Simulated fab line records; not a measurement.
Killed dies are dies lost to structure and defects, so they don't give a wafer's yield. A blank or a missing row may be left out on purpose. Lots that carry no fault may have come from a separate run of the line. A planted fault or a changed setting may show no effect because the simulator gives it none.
Chamber matching | flow nand harc | NHARC_A_ZERO_WELL_ETCH_13 on rie si-02: 4 sister chambers
The step etches the open film in HBr/Cl2, target depth 120 nm, time 40.1 s. 18 wafers are shown with their chamber, then 9 later ones without.

WAFERS PAIRED WITH THEIR CHAMBERS
wafer  | chamber | drypump motor current A (A) | oes product au (a.u.) | bias w (W)
L076.3 | 0       | 6.0                         | 1.008                 | 100.5
L076.5 | 2       | 5.9                         | 0.995                 | 99.7
L076.6 | 1       | 6.4                         | 1.011                 | 99.9
L079.1 | 3       | 6.4                         | 0.994                 | 100.2
L079.2 | 1       | 6.4                         | 1.014                 | 99.7
L079.4 | 0       | 6.0                         | 1.014                 | 99.5
L081.1 | 2       | 5.9                         | 0.969                 | 100.6
L081.2 | 3       | 6.5                         | 0.981                 | 100.2
L081.3 | 0       | 6.0                         | 1.018                 | 100.2
L082.1 | 1       | 6.4                         | 1.019                 | 100.3
L082.3 | 0       | 6.0                         | 1.037                 | 99.7
L082.5 | 2       | 5.9                         | 1.006                 | 99.8
L083.2 | 2       | 5.9                         | 0.995                 | 99.7
L083.5 | 3       | 6.4                         | 0.998                 | 100.3
L083.6 | 2       | 5.9                         | 0.977                 | 100.0
L084.3 | 1       | 6.4                         | 1.020                 | 100.3
L084.4 | 0       | 6.0                         | 1.015                 | 100.3
L084.5 | 1       | 6.4                         | 1.022                 | 100.1

SIGNATURES (averages over the wafers above)
reading                 | chamber 0 | chamber 1 | chamber 2 | chamber 3 | scatter within a chamber
drypump motor current A | 6.000     | 6.400     | 5.900     | 6.433     | 0.0218
oes product au          | 1.01840   | 1.01720   | 0.98840   | 0.99100   | 0.0108
bias w                  | 100.040   | 100.060   | 99.960    | 100.233   | 0.334
Rule: a wafer lies at a distance from a chamber equal to the root of the sum of squares, over the readings, of (its reading less the chamber's mean, divided by the reading's scatter). The wafer belongs to the nearest chamber; if the next one is less than 2 further off, it can't be placed. The scatter: the root of (the sum of the squares of (reading less its chamber's mean) over the shown wafers, divided by (wafers less chambers)).

WAFERS WHOSE CHAMBER IS MISSING
wafer  | drypump motor current A (A) | oes product au (a.u.) | bias w (W)
L086.2 | 6.4                         | 1.011                 | 100.3
L086.5 | 6.4                         | 1.013                 | 100.0
L086.6 | 6.4                         | 1.002                 | 100.2
L092.1 | 6.4                         | 1.001                 | 100.2
L092.2 | 6.1                         | 1.007                 | 100.7
L092.5 | 6.5                         | 0.998                 | 101.2
L094.1 | 6.4                         | 0.993                 | 100.0
L094.3 | 5.9                         | 1.005                 | 100.1
L094.5 | 5.9                         | 1.006                 | 100.1

WHICH CHAMBER EACH WENT THROUGH
wafer  | from the rows above     | in truth
L086.2 | can't be placed: 1 or 3 | 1
L086.5 | 1                       | 1
L086.6 | can't be placed: 1 or 3 | 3
L092.1 | can't be placed: 1 or 3 | 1
L092.2 | 0                       | 0
L092.5 | can't be placed: 3 or 1 | 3
L094.1 | can't be placed: 3 or 1 | 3
L094.3 | 2                       | 2
L094.5 | 2                       | 2
Correct placement for 4 of the 9. Not placeable from these rows: 5 (in 5, the candidates include the true chamber). 0 placed wrongly.
